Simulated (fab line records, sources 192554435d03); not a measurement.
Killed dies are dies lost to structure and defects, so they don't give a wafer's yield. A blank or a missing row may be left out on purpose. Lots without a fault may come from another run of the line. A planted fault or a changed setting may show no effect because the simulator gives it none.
A struck lot beside a sound one | flow n5_finfet | 34 steps out of a route of 1938
Sound: wafers L228.1, L228.3, L228.5. Struck: wafer L216.1. (L216.4 of the same lot was not struck and is left out.) The cause comes at the end.
At each step with rows: each side's tool, then ch and its chambers, then its first start. Under that, the readings that differ: sound wafers | struck wafers | difference of the means | sigmas: that difference in standard deviations of wafers without a fault.
alike: readings whose means differ by less than 2 such deviations, and words and numbers that are the same on both sides. not compared: withheld readings, readings that some wafer has no value for, bounds like >300 that may hide the same value, and numbers for which the record gives no deviation and whose values overlap.
The two part at a step that has a row with sigmas, a row that says differs or no value, or rows on one side only. Numbers that don't overlap but have no deviation are shown without sigmas and don't part them. A reading that every wafer of one side lacks parts them only if that side has two wafers or more.

first, 8 steps without rows for these wafers: N5_BEOL_M8_ECD_50 (material Cu, target thk 300 nm); N5_BEOL_M8_ANNEAL_51 (time 90 s); N5_BEOL_M8_CMP_52 (polishes, stops on SiCOH lowk, t overpolish 6.9 s, target thk 80 nm); N5_BEOL_M8_PRE_CLEAN_55 (time 15 s); N5_BEOL_M8_DEP_56 (deposits SiCN from 3MS/NH3, target thk 10 nm, time 17.5 s); N5_BEOL_M9_ILD_DEP_00 (deposits SiCOH lowk from DEMS/porogen, target thk 308.51 nm, time 58 s); N5_BEOL_M9_CURE_71 (cures SiCOH lowk, time 240 s); N5_BEOL_M9_PECVD_70 (deposits SiO2 from TEOS/O2, target thk 20 nm, time 22.7 s).
N5_BEOL_M9_HM_DEP_02: deposits TiN, target thk 20 nm.
  sound on pvd_sputter-02, day 15 11:46; struck on pvd_sputter-02, day 11 22:35
  reading                                    | sound        | struck | difference | sigmas
  model.TiN_of_BEOL_M9_HM_DEP_02.thk_nm (nm) | 20.4 20 20.6 | 11.6   | -8.7       |
  alike: throttle_valve_pct
then, 13 steps without rows for these wafers: N5_BEOL_M9_COAT_59 (time 60 s, resist thk 100 nm); N5_BEOL_M9_COAT_60 (time 60 s, resist thk 30 nm); N5_BEOL_M9_COAT_05 (resist thk 90 nm); N5_BEOL_M9_EBR_07; N5_BEOL_M9_SOFTBAKE_06 (time 60 s); N5_BEOL_M9_EXPOSE_08 (exposes mask M9); N5_BEOL_M9_PEB_09 (peb time 60 s); N5_BEOL_M9_DEVELOP_10 (develop time 30 s); N5_BEOL_M9_DESCUM_16 (chemistry O2, time 7.9 s); N5_BEOL_M9_ETCH_61 (etches SiARC in CF4, target depth 39 nm, time 65 s); N5_BEOL_M9_ETCH_62 (etches SOC in N2/H2, target depth 110 nm, overetch 22 nm, time 165 s); N5_BEOL_M9_STRIP_68 (strips in N2/H2); N5_BEOL_M9_STRIP_67 (strips in CF4).
N5_BEOL_M9_HM_OPEN_17: chemistry Cl2/BCl3, target TiN, target depth 20 nm, overetch 6 nm.
  sound on rie_metal-02 ch 0, day 15 13:06; struck on rie_metal-02 ch 0, day 11 23:25
  reading                  | sound             | struck | difference | sigmas
  model.etch.depth_nm (nm) | 20.37 20.03 20.53 | 11.68  | -8.63      |
  alike: drypump_motor_current_A, oes_product_au, throttle_valve_pct
  not compared: rf_hours_counter_h
then, 10 steps without rows for these wafers: N5_BEOL_M9_STRIP_19 (strips in O2); N5_BEOL_M9_COAT_63 (time 60 s, resist thk 60 nm); N5_BEOL_M9_COAT_64 (time 60 s, resist thk 12 nm); N5_BEOL_M9_COAT_75 (time 60 s, resist thk 5 nm); N5_BEOL_M9_COAT_22 (resist thk 30 nm); N5_BEOL_M9_EBR_24; N5_BEOL_M9_SOFTBAKE_23 (time 60 s); N5_BEOL_M9_EXPOSE_25 (exposes mask V8); N5_BEOL_M9_PEB_26 (peb time 60 s); N5_BEOL_M9_DEVELOP_27 (develop time 30 s).
N5_BEOL_M9_TRENCH_ETCH_37: etches SiCOH lowk in C4F6/O2, target depth 151.43 nm, time 49 s.
  sound on rie_diel-01 ch 1,3; struck on rie_diel-06 ch 1
  reading                                    | sound          | struck | difference | sigmas
  oes_product_au (a.u.)                      | 0.98 0.70 0.96 | 0.70   | -0.18      | -3
  model.TiN_of_BEOL_M9_HM_DEP_02.thk_nm (nm) | 16.2 16 16.4   | 7.6    | -8.6       |
  alike: drypump_motor_current_A, rf_vpp_V, showerhead_plenum_p_Torr, throttle_valve_pct
  not compared: rf_hours_counter_h

WHERE THEY PART
Only at N5_BEOL_M9_TRENCH_ETCH_37, within this record.

WHY: what the simulator had put in
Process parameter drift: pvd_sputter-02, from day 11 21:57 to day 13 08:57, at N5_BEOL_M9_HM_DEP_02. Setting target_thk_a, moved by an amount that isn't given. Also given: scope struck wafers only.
